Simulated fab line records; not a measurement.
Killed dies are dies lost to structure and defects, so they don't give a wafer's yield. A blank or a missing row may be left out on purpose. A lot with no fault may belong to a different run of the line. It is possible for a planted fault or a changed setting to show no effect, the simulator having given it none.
Code-filled problem report in 8D (eight disciplines) form / flow nand harc / the parts of the form that need people (team, actions taken, sign-off) are left out

## 1. THE PROBLEM
exposure dose mJ cm2 at NHARC_A_CHANNEL_HOLE_D1_EXPOSE_07 reads a mean of 58.72 on 1 wafer of 1 lot; wafers without a fault read 59.91 with a standard deviation of 0.29. Relative to the usual mean, that is a shift of -4.1 standard deviations.
The step: exposes mask HOLE D1, target cd 100 nm.
The first sign was on wafer L754.5 at day 15 04:08, on arfi scanner-02. Wafers with a number at this step in the record: 13, from 5 lots. Rule for "out" (also "out of limits"): further than 4 standard deviations from the usual mean. Any other wafer with a number is counted as sound.

## 2. WHAT IT IS, WHAT IT ISN'T
question=which readings at this step | is=exposure dose mJ cm2 | is not=-
question=which lots | is=L754 | is not=L742, L745, L757, L759
question=which wafers of those lots | is=all that have a number | is not=-
question=read on which tools | is=arfi scanner-02 | is not=arfi scanner-01
question=when | is=from day 15 04:08 | is not=up to then (6 sound wafers); but 6 sound wafers of L757, L759 came after

## 3. SUSPECTS, AND WHAT RULES EACH OUT
Counting: any tool at a process step up to the reading is kept as a suspect provided that every lot that is out went through it and no sound lot did after the first of them.
- acl dep-02 at NHARC_A_CHANNEL_HOLE_D1_DEP_00 (deposits aC, target thk 3100 nm): kept. It ran the lot that is out, L754 (day 15 02:52), and no sound lot after that; its last sound lot up to then is L742 (day 10 01:08).
- pecvd-03 at NHARC_A_CHANNEL_HOLE_D1_DEP_01 (deposits SiON, target thk 140 nm): kept. It ran the lot that is out, L754 (day 15 03:38), and no sound lot after that; its last sound lot up to then is L745 (day 11 09:31).
- arfi scanner-02 at NHARC_A_CHANNEL_HOLE_D1_EXPOSE_07 (exposes mask HOLE D1, target cd 100 nm): kept. It ran the lot that is out, L754 (day 15 04:08), and no sound lot after that; its last sound lot up to then is L742 (day 10 02:41). On those wafers its own readings are out: exposure dose mJ cm2.
Left after counting: acl dep-02 at NHARC_A_CHANNEL_HOLE_D1_DEP_00, pecvd-03 at NHARC_A_CHANNEL_HOLE_D1_DEP_01, arfi scanner-02 at NHARC_A_CHANNEL_HOLE_D1_EXPOSE_07.

## 4. THE CAUSE (what the simulator had put in)
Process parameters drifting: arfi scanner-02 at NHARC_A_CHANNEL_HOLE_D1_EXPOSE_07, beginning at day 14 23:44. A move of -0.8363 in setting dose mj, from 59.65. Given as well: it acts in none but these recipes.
Of the 3 suspects that counting leaves, this tool is one.

## 5. SEQUENCE OF EFFECTS, ordered by route
Each row: a reading whose mean over the struck wafers that have a number lies more than 3 standard deviations from the usual. Readings are gone through only where the record gives a usual standard deviation; hours: the median, over the lots, of the time from a lot's start at the first step in this table giving one to that lot's start at this step; sigmas: the change measured in usual standard deviations.
hours=0; step=NHARC_A_CHANNEL_HOLE_D1_EXPOSE_07; reading=exposure dose mJ cm2; usual=59.91; on struck wafers=58.72; change=-1.19; sigmas=-4.1
It contains these process steps:
- NHARC_A_CHANNEL_HOLE_D1_EXPOSE_07: exposes mask HOLE D1, target cd 100 nm.

## 6. HOW IT WOULD HAVE BEEN CAUGHT EARLIER
The fault began at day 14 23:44; the first out-of-limits reading in this record came at day 15 04:08, 4 hours later.
